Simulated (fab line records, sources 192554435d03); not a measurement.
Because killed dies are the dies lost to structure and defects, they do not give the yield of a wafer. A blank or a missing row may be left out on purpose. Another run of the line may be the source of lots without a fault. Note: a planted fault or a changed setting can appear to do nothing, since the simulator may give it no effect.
fab line records	flow n5-finfet	part 1 of 2: steps 1 to 24 of 33
record lots=5	wafers=15	last-day=24
route steps=1938 shown BEOL_M14@1738
lots that met no fault: from a run of the same line without faults
start-h: the number of hours between the record's first day and the start of the first shown wafer of the lot	wait-h: how many hours have passed since the lot's step before this one	" repeats the value in the row above	L1.1+2: one row covering several wafers at once	- either no value or no given start	* or withheld: withheld	< > ~ a bound
route shown NAME@n: NAME is a module with steps in the file, n the number in the route of the first one	usual: the fault-free wafers' mean and standard deviation	same: alike in all rows	chamber/n: place in a boat	sites: per-site readings	_std_site: the values' standard deviation	_edge_site: outer sites' mean less inner sites'	radius-mm: how far each site lies from the wafer's centre	mask NAME#n: copy n	behind: the last tool/chamber to shape the wafer	hold: reason for holding the lot/hours on hold/outcome of the hold	device: transistor that didn't switch, given as n, p or np	end of line: tests run on the same wafers once the route is complete	a step with no rows: only its recipe	killed: the dies lost at the first sort to structure and to defects; this is not the yield of the wafer	map: a wafer's dies, marking killed ones x, the rest . and places with no die _
set.NAME: the setting as run; set.NAME@STEP: as run at that earlier step	model.NAME: the simulator's own value behind a step, which no gauge read
certain route steps with their lots: each step a table, each wafer a row
services: when a tool's chamber went out of use (start-h, in hours from the record's first day, below 0 if earlier), for how many hours, and the reason
## steps
# step N5_BEOL_M14_COAT_66
# recipe resist=SiARC	temp-c=220	time-s=60	spin-rpm=1500	resist-thk-nm=110
lot.wafer	tool	chamber	start-h	wait-h
L075.2+3+5	litho-track-01	0	-	-
L085.2+3+6	litho-track-03	0	-	-
L087.1+3+5	litho-track-03	0	-	-
L089.1+3+6	litho-track-03	0	-	-
L094.1+2+5	litho-track-03	0	-	-
# step N5_BEOL_M14_COAT_22
# recipe spin-rpm=2888	resist-thk-nm=300
lot.wafer	tool	chamber	start-h	wait-h
L075.2+3+5	litho-track-01	0	-	-
L085.2+3+6	litho-track-03	0	-	-
L087.1+3+5	litho-track-03	0	-	-
L089.1+3+6	litho-track-03	0	-	-
L094.1+2+5	litho-track-03	0	-	-
# step N5_BEOL_M14_EBR_24
# recipe solvent=PGMEA	ebr-width-mm=1.5
lot.wafer	tool	chamber	start-h	wait-h
L075.2+3+5	litho-track-01	0	-	-
L085.2+3+6	litho-track-03	0	-	-
L087.1+3+5	litho-track-03	0	-	-
L089.1+3+6	litho-track-03	0	-	-
L094.1+2+5	litho-track-03	0	-	-
# step N5_BEOL_M14_SOFTBAKE_23
# recipe temp-c=130	time-s=60
lot.wafer	tool	chamber	start-h	wait-h
L075.2+3+5	litho-track-01	0	-	-
L085.2+3+6	litho-track-03	0	-	-
L087.1+3+5	litho-track-03	0	-	-
L089.1+3+6	litho-track-03	0	-	-
L094.1+2+5	litho-track-03	0	-	-
# step N5_BEOL_M14_EXPOSE_25
# recipe mask-id=M14	na=0.8	source-shape=annular	sigma-inner=0.5	sigma-outer=0.8	polarization=unpolarized	target-cd-nm=280	dose-mj=26.6
lot.wafer	tool	chamber	start-h	wait-h	mask
L075.2+3+5	krf-scanner-02	0	379.26	-	M14#0
L085.2+3+6	krf-scanner-01	0	485.55	-	M14#0
L087.1+3+5	krf-scanner-01	0	494.65	-	M14#0
L089.1+3+6	krf-scanner-01	0	503.28	-	M14#0
L094.1+2+5	krf-scanner-01	0	537.88	-	M14#0
# step N5_BEOL_M14_PEB_26
# recipe peb-temp-c=130	peb-time-s=90
lot.wafer	tool	chamber	start-h	wait-h
L075.2+3+5	litho-track-05	0	379.31	0.0
L085.2+3+6	litho-track-05	0	485.60	0.0
L087.1+3+5	litho-track-01	0	494.71	0.1
L089.1+3+6	litho-track-05	0	503.34	0.1
L094.1+2+5	litho-track-05	0	537.93	0.1
# step N5_BEOL_M14_DEVELOP_27
# recipe develop-time-s=45	rinse-liquid=diw	dry=air-spin	dev-temp-c=21
lot.wafer	tool	chamber	start-h	wait-h
L075.2+3+5	litho-track-05	0	-	-
L085.2+3+6	litho-track-05	0	-	-
L087.1+3+5	litho-track-01	0	-	-
L089.1+3+6	litho-track-05	0	-	-
L094.1+2+5	litho-track-05	0	-	-
# step N5_BEOL_M14_HARDBAKE_32
# recipe temp-c=130	time-s=120
lot.wafer	tool	chamber	start-h	wait-h
L075.2+3+5	litho-track-05	0	-	-
L085.2+3+6	litho-track-05	0	-	-
L087.1+3+5	litho-track-01	0	-	-
L089.1+3+6	litho-track-05	0	-	-
L094.1+2+5	litho-track-05	0	-	-
# step N5_BEOL_M14_CD_MEAS_28
# recipe target-cd-nm=284.4	landing-energy-ev=500	detector=se-inlens
# usual cd-nm=285.7/1.9
lot.wafer	tool	chamber	start-h	wait-h	cd-nm
L075.2	cd-sem-03	0	379.43	-	284.5
L075.3	"	0	"	"	284.9
L075.5	"	0	"	"	283.5
L085.2	cd-sem-01	0	485.72	-	284.9
L085.3	"	0	"	"	285.4
L085.6	"	0	"	"	283.8
L087.1	cd-sem-01	0	494.82	-	287.2
L087.3	"	0	"	"	287.7
L087.5	"	0	"	"	289.6
L089.1	cd-sem-03	0	503.45	-	282.1
L089.3	"	0	"	"	284.3
L089.6	"	0	"	"	281.7
L094.1	cd-sem-03	0	538.05	-	283.9
L094.2	"	0	"	"	282.7
L094.5	"	0	"	"	283.9
# step N5_BEOL_M14_OVL_MEAS_29
# recipe points-per-wafer=44
# usual M14_OVL=-5/5.2
lot.wafer	tool	chamber	start-h	wait-h	M14_OVL[nm]
L075.2	overlay-01	0	379.46	0.0	-15
L075.3	"	0	"	"	-10
L075.5	"	0	"	"	-8
L085.2	overlay-02	0	485.75	0.0	-9
L085.3	"	0	"	"	-5
L085.6	"	0	"	"	-13
L087.1	overlay-01	0	494.85	0.0	-5
L087.3	"	0	"	"	5
L087.5	"	0	"	"	-1
L089.1	overlay-01	0	503.48	0.0	1
L089.3	"	0	"	"	-1
L089.6	"	0	"	"	-1
L094.1	overlay-01	0	538.08	0.0	-9
L094.2	"	0	"	"	-3
L094.5	"	0	"	"	-4
# step N5_BEOL_M14_INSPECT_30
# recipe mode=adi	inspect-instrument=macro
# usual raw-defect-count=1.9/1.3
lot.wafer	tool	chamber	start-h	wait-h	raw-defect-count
L075.2	defect-inspect-01	-	379.48	0.0	3
L075.3	"	-	"	"	2
L075.5	"	-	"	"	2
L085.2	defect-inspect-02	-	485.77	0.0	1
L085.3	"	-	"	"	3
L085.6	"	-	"	"	0
L087.1	defect-inspect-01	-	494.88	0.0	2
L087.3	"	-	"	"	2
L087.5	"	-	"	"	0
L089.1	defect-inspect-02	-	503.51	0.0	2
L089.3	"	-	"	"	4
L089.6	"	-	"	"	4
L094.1	defect-inspect-02	-	538.10	0.0	1
L094.2	"	-	"	"	0
L094.5	"	-	"	"	2
# step N5_BEOL_M14_DESCUM_33
# recipe chemistry=O2	time-s=7.9	source-power-w=50	bias-power-w=20	pressure-mtorr=20	rf-frequency-hz=2.712e+07	temp-c=40	o2-flow-sccm=225
# usual bias-power-w=20.00/0.055	drypump-motor-current-A=5.8/0.43	oes-product-au=0.81/0.083	rf-vpp-V=243.6/1.5	showerhead-plenum-p-Torr=2.13/0.071	throttle-valve-pct=20.44/0.25
lot.wafer	tool	chamber	start-h	wait-h	bias-power-w	drypump-motor-current-A	oes-product-au	rf-hours-counter-h	rf-vpp-V	showerhead-plenum-p-Torr	throttle-valve-pct
L075.2	rie-diel-03	2	379.52	0.0	19.96	5.9	0.96	5	245.3	2.23	19.99
L075.3	"	1	"	"	19.91	5.5	0.70	236	243.5	2.16	20.31
L075.5	"	1	"	"	20.03	5.5	0.71	-	244.1	2.16	20.33
L085.2	rie-diel-02	3	485.81	0.0	20.02	5.2	0.77	121	242.8	2.12	20.61
L085.3	"	0	"	"	19.99	6.5	0.73	137	241.9	2.11	20.71
L085.6	"	0	"	"	19.92	6.6	0.73	-	243.5	2.11	20.71
L087.1	rie-diel-03	1	494.98	0.1	20.01	5.5	0.93	19	243.9	2.15	20.06
L087.3	"	0	"	"	19.98	6.1	0.97	1	242.0	2.06	20.42
L087.5	"	0	"	"	20.02	6.1	0.97	-	242.7	2.06	20.41
L089.1	rie-diel-06	1	504.21	0.7	19.99	6.1	0.80	97	240.3	2.02	20.59
L089.3	"	0	"	"	20.05	5.0	0.79	115	242.6	2.12	20.43
L089.6	"	0	"	"	20.03	5.0	0.79	-	243.7	2.12	20.42
L094.1	rie-diel-06	1	538.14	0.0	20.04	6.1	0.79	107	241.6	2.02	20.58
L094.2	"	3	"	"	19.98	5.9	0.92	11	244.9	2.23	20.31
L094.5	"	3	"	"	20.00	6.0	0.93	-	243.8	2.23	20.30
# step N5_BEOL_M14_ETCH_67
# recipe chemistry=CF4	target=SiARC	target-depth-a=1430	time-s=238.3	ion-energy-ev=80	pressure-mtorr=40	source-w=545	bias-w=36	Ar_flow_sccm=100	cf4-flow-sccm=100	ends=cleared
# usual drypump-motor-current-A=5.8/0.43	etch-rf-on-time-s=239/8.5	mfc-ar-sccm=100.0/0.32	oes-product-au=0.69/0.074	rf-vpp-V=184.4/1.2	showerhead-plenum-p-Torr=2.17/0.071	throttle-valve-pct=15.58/0.24
lot.wafer	tool	chamber	start-h	wait-h	drypump-motor-current-A	etch-rf-on-time-s	mfc-ar-sccm	oes-product-au	rf-hours-counter-h	rf-vpp-V	showerhead-plenum-p-Torr	throttle-valve-pct
L075.2	rie-diel-03	2	379.55	0.0	5.9	242	99.5	0.82	5	186.6	2.28	15.15
L075.3	"	1	"	"	5.4	235	99.9	0.61	237	183.8	2.20	15.59
L075.5	"	1	"	"	5.5	236	99.8	0.61	-	185.1	2.20	15.58
L085.2	rie-diel-02	3	485.84	0.0	5.2	238	100.4	0.65	121	186.0	2.16	15.66
L085.3	"	0	"	"	6.5	252	100.6	0.62	137	182.5	2.15	15.83
L085.6	"	0	"	"	6.5	251	100.1	0.63	-	184.6	2.14	15.83
L087.1	rie-diel-03	1	495.02	0.0	5.4	233	100.3	0.80	19	184.5	2.19	15.17
L087.3	"	0	"	"	6.1	239	99.9	0.83	1	182.9	2.10	15.50
L087.5	"	0	"	"	6.1	238	99.9	0.82	-	183.5	2.10	15.50
L089.1	rie-diel-06	1	504.24	0.0	6.1	243	100.2	0.68	97	182.7	2.07	15.69
L089.3	"	0	"	"	5.0	238	100.0	0.67	116	184.8	2.16	15.48
L089.6	"	0	"	"	5.0	236	99.9	0.68	-	184.3	2.16	15.49
L094.1	rie-diel-06	1	538.17	0.0	6.1	240	99.8	0.69	107	182.1	2.07	15.74
L094.2	"	3	"	"	5.9	227	100.1	0.79	11	186.8	2.29	15.48
L094.5	"	3	"	"	6.0	227	100.2	0.80	-	186.4	2.29	15.48
# step N5_BEOL_M14_ETCH_68
# recipe chemistry=N2/H2	target=SOC	mask-material=SiARC	source-w=3000	bias-w=350	temp-c=40	time-s=450	ion-energy-ev=200	pressure-mtorr=30	n2-flow-sccm=200	h2-flow-sccm=200
# usual drypump-motor-current-A=5.8/0.43	oes-product-au=0.81/0.083	rf-vpp-V=524.9/2.5	showerhead-plenum-p-Torr=2.58/0.089	throttle-valve-pct=17.72/0.21
lot.wafer	tool	chamber	start-h	wait-h	drypump-motor-current-A	oes-product-au	rf-hours-counter-h	rf-vpp-V	showerhead-plenum-p-Torr	throttle-valve-pct
L075.2	rie-diel-03	2	379.70	0.1	5.9	0.96	5	528.1	2.71	17.37
L075.3	"	1	"	"	5.4	0.71	237	526.1	2.62	17.63
L075.5	"	1	"	"	5.4	0.72	-	527.2	2.62	17.63
L085.2	rie-diel-02	3	485.99	0.1	5.2	0.77	121	524.4	2.54	17.79
L085.3	"	0	"	"	6.5	0.74	137	525.2	2.54	17.87
L085.6	"	0	"	"	6.5	0.74	-	524.1	2.54	17.87
L087.1	rie-diel-03	1	495.17	0.1	5.4	0.94	19	526.1	2.60	17.31
L087.3	"	0	"	"	6.1	0.97	1	523.6	2.48	17.56
L087.5	"	0	"	"	6.1	0.98	-	523.2	2.48	17.57
L089.1	rie-diel-06	1	504.39	0.1	6.1	0.81	97	521.4	2.46	17.97
L089.3	"	0	"	"	5.1	0.79	116	524.9	2.56	17.78
L089.6	"	0	"	"	5.0	0.78	-	524.1	2.56	17.79
L094.1	rie-diel-06	1	538.32	0.1	6.1	0.80	107	521.4	2.46	17.99
L094.2	"	3	"	"	5.9	0.93	11	527.1	2.71	17.63
L094.5	"	3	"	"	5.9	0.92	-	527.7	2.71	17.62
# step N5_BEOL_M14_STRIP_69
# recipe chemistry=N2/H2	temp-c=40	n2-flow-sccm=200	h2-flow-sccm=200	rf-frequency-hz=6e+07
lot.wafer	tool	chamber	start-h	wait-h
L075.2+3+5	rie-diel-03	2,1,1	379.96	0.1
L085.2+3+6	rie-diel-02	3,0,0	486.25	0.1
L087.1+3+5	rie-diel-03	1,0,0	495.43	0.1
L089.1+3+6	rie-diel-06	1,0,0	504.65	0.1
L094.1+2+5	rie-diel-06	1,3,3	538.58	0.1
# step N5_BEOL_M14_TRENCH_ETCH_34
# recipe chemistry=C4F8/O2/Ar	target=SiO2	target-depth-a=5566.5	mask-material=SOC	he-inner-torr=15	he-outer-torr=30	time-s=126.9	ion-energy-ev=800	pressure-mtorr=20	source-w=1905	bias-w=2040	Ar_flow_sccm=400	C4F8_flow_sccm=16	O2_flow_sccm=12
# usual drypump-motor-current-A=5.8/0.43	mfc-ar-sccm=400.0/1.2	oes-product-au=0.81/0.087	rf-vpp-V=2243/38	showerhead-plenum-p-Torr=3.48/0.11	throttle-valve-pct=30.86/0.22
lot.wafer	tool	chamber	start-h	wait-h	drypump-motor-current-A	mfc-ar-sccm	oes-product-au	rf-hours-counter-h	rf-vpp-V	showerhead-plenum-p-Torr	throttle-valve-pct
L075.2	rie-diel-03	2	379.97	0.0	5.9	400.5	0.97	5	2207	3.66	30.60
L075.3	"	1	"	"	5.5	400.0	0.71	237	2223	3.52	30.55
L075.5	"	1	"	"	5.4	400.2	0.71	-	2225	3.52	30.55
L085.2	rie-diel-02	3	486.26	0.0	5.3	400.7	0.77	122	2297	3.47	31.05
L085.3	"	0	"	"	6.5	398.2	0.72	137	2315	3.44	31.01
L085.6	"	0	"	"	6.5	400.0	0.72	-	2313	3.44	31.00
L087.1	rie-diel-03	1	495.44	0.0	5.4	400.5	0.93	20	2221	3.50	30.46
L087.3	"	0	"	"	6.1	399.1	0.96	1	2280	3.36	30.77
L087.5	"	0	"	"	6.1	399.2	0.96	-	2280	3.36	30.77
L089.1	rie-diel-06	1	504.66	0.0	6.2	398.4	0.81	98	2221	3.32	31.10
L089.3	"	0	"	"	5.0	400.3	0.81	116	2202	3.46	30.87
L089.6	"	0	"	"	5.0	400.0	0.81	-	2201	3.46	30.89
L094.1	rie-diel-06	1	538.59	0.0	6.1	399.6	0.79	107	2221	3.32	31.10
L094.2	"	3	"	"	6.0	399.8	0.94	11	2236	3.68	31.13
L094.5	"	3	"	"	5.9	399.5	0.93	-	2235	3.68	31.10
# step N5_BEOL_M14_STRIP_70
# recipe chemistry=C4F8/O2/Ar	resist=SiARC	rf-frequency-hz=6e+07
lot.wafer	tool	chamber	start-h	wait-h
L075.2+3+5	rie-diel-03	2,1,1	380.09	0.1
L085.2+3+6	rie-diel-02	3,0,0	486.38	0.1
L087.1+3+5	rie-diel-03	1,0,0	495.55	0.1
L089.1+3+6	rie-diel-06	1,0,0	504.78	0.1
L094.1+2+5	rie-diel-06	1,3,3	538.71	0.1
# step N5_BEOL_M14_OCD_MEAS_35
# usual trench-depth-nm=551/19
lot.wafer	tool	chamber	start-h	wait-h	trench-depth-nm
L075.2	ocd-02	-	380.13	0.0	556
L075.3	"	-	"	"	561
L075.5	"	-	"	"	563
L085.2	ocd-01	-	486.42	0.0	549
L085.3	"	-	"	"	515
L085.6	"	-	"	"	517
L087.1	ocd-01	-	495.59	0.0	560
L087.3	"	-	"	"	543
L087.5	"	-	"	"	545
L089.1	ocd-01	-	504.82	0.0	556
L089.3	"	-	"	"	566
L089.6	"	-	"	"	565
L094.1	ocd-01	-	538.75	0.0	548
L094.2	"	-	"	"	590
L094.5	"	-	"	"	584
# step N5_BEOL_M14_STRIP_37
# recipe chemistry=O2	power-w=600	temp-c=60	pressure-mtorr=30	rf-frequency-hz=6e+07	bias-power-w=0	overash-fraction=0.3	o2-flow-sccm=225
# usual drypump-motor-current-A=5.9/0.45	oes-product-au=0.81/0.079	rf-vpp-V=3.7/0.99	showerhead-plenum-p-Torr=2.13/0.07	throttle-valve-pct=16.67/0.24
# same bias-power-w=0
lot.wafer	tool	chamber	start-h	wait-h	drypump-motor-current-A	oes-product-au	rf-hours-counter-h	rf-vpp-V	showerhead-plenum-p-Torr	throttle-valve-pct
L075.2	rie-diel-06	3	383.14	3.0	5.9	0.71	221	3.9	1.91	16.91
L075.3	"	0	"	"	5.1	0.84	77	4.6	2.14	16.56
L075.5	"	0	"	"	5.0	0.83	-	4.5	2.14	16.57
L085.2	rie-diel-02	3	487.71	1.3	5.2	0.78	122	3.4	2.12	16.82
L085.3	"	2	"	"	5.7	0.79	108	2.4	2.13	16.85
L085.6	"	2	"	"	5.7	0.81	-	4.1	2.13	16.94
L087.1	rie-diel-06	2	500.24	4.6	5.1	0.88	34	2.2	2.05	16.68
L087.3	"	0	"	"	5.0	0.80	113	2.3	2.13	16.62
L087.5	"	1	"	"	6.1	0.82	-	4.5	2.03	16.81
L089.1	rie-diel-06	2	506.41	1.6	5.1	0.87	38	4.0	2.05	16.71
L089.3	"	1	"	"	6.1	0.80	99	3.9	2.02	16.82
L089.6	"	0	"	"	5.0	0.80	-	5.5	2.13	16.65
L094.1	rie-diel-02	0	540.38	1.6	6.5	0.72	162	4.3	2.10	17.02
L094.2	"	1	"	"	6.2	0.71	191	4.4	2.18	16.63
L094.5	"	2	"	"	5.7	0.78	-	2.5	2.12	16.97
# step N5_BEOL_M14_ETCH_38
# recipe chemistry=CF4/N2	target=SiCN	target-depth-a=1065	taper-deg=2	time-s=120.6	ion-energy-ev=150	mask-material=SiO2	pressure-mtorr=40	source-w=430	bias-w=70	Ar_flow_sccm=100	cf4-flow-sccm=60	n2-flow-sccm=60
# usual drypump-motor-current-A=5.8/0.44	mfc-ar-sccm=100.0/0.31	oes-product-au=0.80/0.082	rf-vpp-V=383.0/1.8	showerhead-plenum-p-Torr=2.24/0.073	throttle-valve-pct=15.41/0.22
lot.wafer	tool	chamber	start-h	wait-h	drypump-motor-current-A	mfc-ar-sccm	oes-product-au	rf-hours-counter-h	rf-vpp-V	showerhead-plenum-p-Torr	throttle-valve-pct
L075.2	rie-diel-06	3	-	-	6.0	100.4	0.70	221	377.3	2.03	15.73
L075.3	"	0	"	"	5.0	99.9	0.85	77	382.1	2.23	15.25
L075.5	"	0	"	"	5.0	100.3	0.84	-	381.9	2.23	15.24
L085.2	rie-diel-02	3	-	-	5.2	100.4	0.77	122	382.8	2.22	15.45
L085.3	"	2	"	"	5.7	99.8	0.80	108	382.3	2.22	15.59
L085.6	"	2	"	"	5.7	100.0	0.78	-	382.8	2.22	15.58
L087.1	rie-diel-06	2	-	-	5.2	100.3	0.86	34	381.0	2.16	15.48
L087.3	"	0	"	"	5.0	100.1	0.80	113	382.1	2.22	15.31
L087.5	"	1	"	"	6.1	99.8	0.80	-	380.9	2.13	15.54
L089.1	rie-diel-06	2	-	-	5.1	100.2	0.85	38	381.1	2.16	15.50
L089.3	"	1	"	"	6.1	99.8	0.80	99	381.5	2.13	15.52
L089.6	"	0	"	"	5.0	99.7	0.81	-	383.4	2.22	15.32
L094.1	rie-diel-02	0	-	-	6.5	99.9	0.71	162	382.3	2.20	15.70
L094.2	"	1	"	"	6.1	100.0	0.68	191	384.0	2.28	15.36
L094.5	"	2	"	"	5.7	99.4	0.78	-	381.6	2.21	15.62
# step N5_BEOL_M14_PRECLEAN_39
# recipe chemistry=residue-remover	time-s=60	temp-c=40
lot.wafer	tool	chamber	start-h	wait-h
L075.2+3+5	wet-bench-03	5,4,3	383.33	-
L085.2+3+6	wet-bench-01	3,0,1	487.91	-
L087.1+3+5	wet-bench-01	1,7,6	500.44	-
L089.1+3+6	wet-bench-03	4,3,2	506.60	-
L094.1+2+5	wet-bench-01	5,3,6	540.57	-
# step N5_BEOL_M14_SRD_40
# recipe time-s=30	temp-c=23	rinse-liquid=diw	dry=n2-spin	spin-rpm=1500	dry-time-s=30
# usual do-supply-ppb=9.99/0.098
# same dry-time-s=30
lot.wafer	tool	chamber	start-h	wait-h	do-supply-ppb
L075.2	wet-bench-03	5	383.38	0.0	9.96
L075.3	"	4	"	"	9.87
L075.5	"	3	"	"	10.03
L085.2	wet-bench-01	3	487.93	0.0	9.89
L085.3	"	0	"	"	9.92
L085.6	"	1	"	"	9.94
L087.1	wet-bench-01	1	500.45	0.0	10.00
L087.3	"	7	"	"	9.90
L087.5	"	6	"	"	9.77
L089.1	wet-bench-03	4	506.62	0.0	10.17
L089.3	"	3	"	"	10.03
L089.6	"	2	"	"	10.00
L094.1	wet-bench-01	5	540.59	0.0	9.94
L094.2	"	3	"	"	9.92
L094.5	"	6	"	"	9.97
# step N5_BEOL_M14_DEGAS_41
# recipe ambient=vacuum	temp-c=300	time-s=60
# usual heater-power-w=468/41
lot.wafer	tool	chamber	start-h	wait-h	heater-power-w
L075.2	pvd-sputter-03	-	383.56	0.1	399
L075.3	"	-	"	"	495
L075.5	"	-	"	"	474
L085.2	pvd-sputter-01	-	488.45	0.5	470
L085.3	"	-	"	"	385
L085.6	"	-	"	"	472
L087.1	pvd-sputter-02	-	500.79	0.3	510
L087.3	"	-	"	"	516
L087.5	"	-	"	"	464
L089.1	pvd-sputter-01	-	507.33	0.7	529
L089.3	"	-	"	"	474
L089.6	"	-	"	"	474
L094.1	pvd-sputter-01	-	540.83	0.2	467
L094.2	"	-	"	"	391
L094.5	"	-	"	"	474
# step N5_BEOL_M14_PRE_CLEAN_42
# recipe gas=H2/He	time-s=30	temp-c=300
# usual heater-power-w=467/40
lot.wafer	tool	chamber	start-h	wait-h	heater-power-w
L075.2	pvd-sputter-03	-	383.60	0.0	394
L075.3	"	-	"	"	490
L075.5	"	-	"	"	482
L085.2	pvd-sputter-01	-	488.49	0.0	459
L085.3	"	-	"	"	393
L085.6	"	-	"	"	481
L087.1	pvd-sputter-02	-	500.83	0.0	512
L087.3	"	-	"	"	499
L087.5	"	-	"	"	467
L089.1	pvd-sputter-01	-	507.37	0.0	529
L089.3	"	-	"	"	463
L089.6	"	-	"	"	467
L094.1	pvd-sputter-01	-	540.87	0.0	475
L094.2	"	-	"	"	390
L094.5	"	-	"	"	473
